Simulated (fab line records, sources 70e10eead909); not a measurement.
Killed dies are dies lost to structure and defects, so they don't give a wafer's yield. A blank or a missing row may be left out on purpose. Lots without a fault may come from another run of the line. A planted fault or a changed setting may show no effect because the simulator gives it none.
One fault seen from 3 desks | flow nand_harc | each desk has only its own numbers; what lay behind them comes last

THE TOOL OWNER'S DESK: pvd_sputter-03
The tool's own readings at NHARC_P_M2_PVD_20 (deposits TaN, target thk 5 nm, time 8.06 s): means of the sampled wafers that have a number, for each lot that ran on this tool. A lot is out of limits, marked OUT, if its mean lies more than 4 standard deviations from the usual mean; the brackets give that distance.
Columns: A = substrate_temp_c at NHARC_P_M2_PVD_20, usual 49.98 C; B = throttle_valve_pct at NHARC_P_M2_PVD_20, usual 30.5 %
lot  | first seen here | A     | B
L108 | day 7 20:05     | 50.01 | 31.0
L111 | day 8 05:53     | 50.00 | 31.9
L115 | day 9 12:16     | 50.02 | 31.0
L114 | day 9 13:52     | 49.97 | 29.6
L126 | day 12 00:42    | 49.97 | 31.9
This desk's finding: nothing out of limits on any of the 5 lots.

THE METROLOGY DESK
What the gauges read, lot by lot, whatever tool the lot ran on: means of the sampled wafers that have a number. A lot is out of limits, marked OUT, if its mean lies more than 4 standard deviations from the usual mean; the brackets give that distance. Of its 9 readings 7 are shown: those that lie furthest out on some lot.
Columns: A = cd_nm at NHARC_P_M2_CD_MEAS_09, usual 170.3 nm; B = overlay_x_nm at NHARC_P_M2_OVL_MEAS_10, usual 0.1 nm; C = cd_nm at NHARC_P_M2_CD_MEAS_16, usual 170.5 nm; D = thk_nm at NHARC_P_M2_THK_MEAS_24, usual 144.2 nm; E = thk_nm at NHARC_P_BONDPAD_THK_MEAS_33, usual 199.8 nm; F = cd_nm at NHARC_P_BONDPAD_CD_MEAS_09, usual 499.8 nm; G = overlay_x_nm at NHARC_P_BONDPAD_OVL_MEAS_38, usual -1 nm
lot  | first seen here | A     | B    | C     | D     | E     | F     | G
L108 | day 7 18:44     | 170.7 | 0.3  | 170.4 | 146.4 | 199.1 | 501.1 | -2
L111 | day 8 04:34     | 169.5 | 0.6  | 169.9 | 143.8 | 198.8 | 497.3 | 5
L115 | day 9 10:55     | 169.4 | -1.4 | 170.4 | 142.5 | 200.3 | 500.4 | -2
L114 | day 9 12:23     | 170.2 | 0.4  | 170.2 | 144.7 | 200.6 | 499.9 | -9
L126 | day 11 23:22    | 169.5 | 1.4  | 169.6 | 144.9 | 201.0 | 498.3 | 4
L125 | day 12 00:10    | 170.6 | 0.6  | 170.8 | 141.0 | 200.7 | 503.0 | -13
This desk's finding: nothing out of limits on any of the 6 lots.

THE DEFECT DESK
What the inspections along the route counted, lot by lot: means of the sampled wafers that have a number. A lot is out of limits, marked OUT, if its mean lies more than 4 standard deviations from the usual mean; the brackets give that distance.
Columns: A = raw_defect_count at NHARC_P_M2_INSPECT_11, usual 4.8
lot  | first seen here | A
L108 | day 7 18:51     | 4.7
L111 | day 8 04:42     | 6.0
L115 | day 9 11:04     | 5.7
L114 | day 9 12:31     | 4.3
L126 | day 11 23:30    | 3.7
L125 | day 12 00:17    | 9.0
This desk's finding: nothing out of limits on any of the 6 lots.

PUT TOGETHER
The tool owner's desk saw nothing out of limits.
The metrology desk saw nothing out of limits.
The defect desk saw nothing out of limits.

WHAT THE SIMULATOR HAD PUT IN
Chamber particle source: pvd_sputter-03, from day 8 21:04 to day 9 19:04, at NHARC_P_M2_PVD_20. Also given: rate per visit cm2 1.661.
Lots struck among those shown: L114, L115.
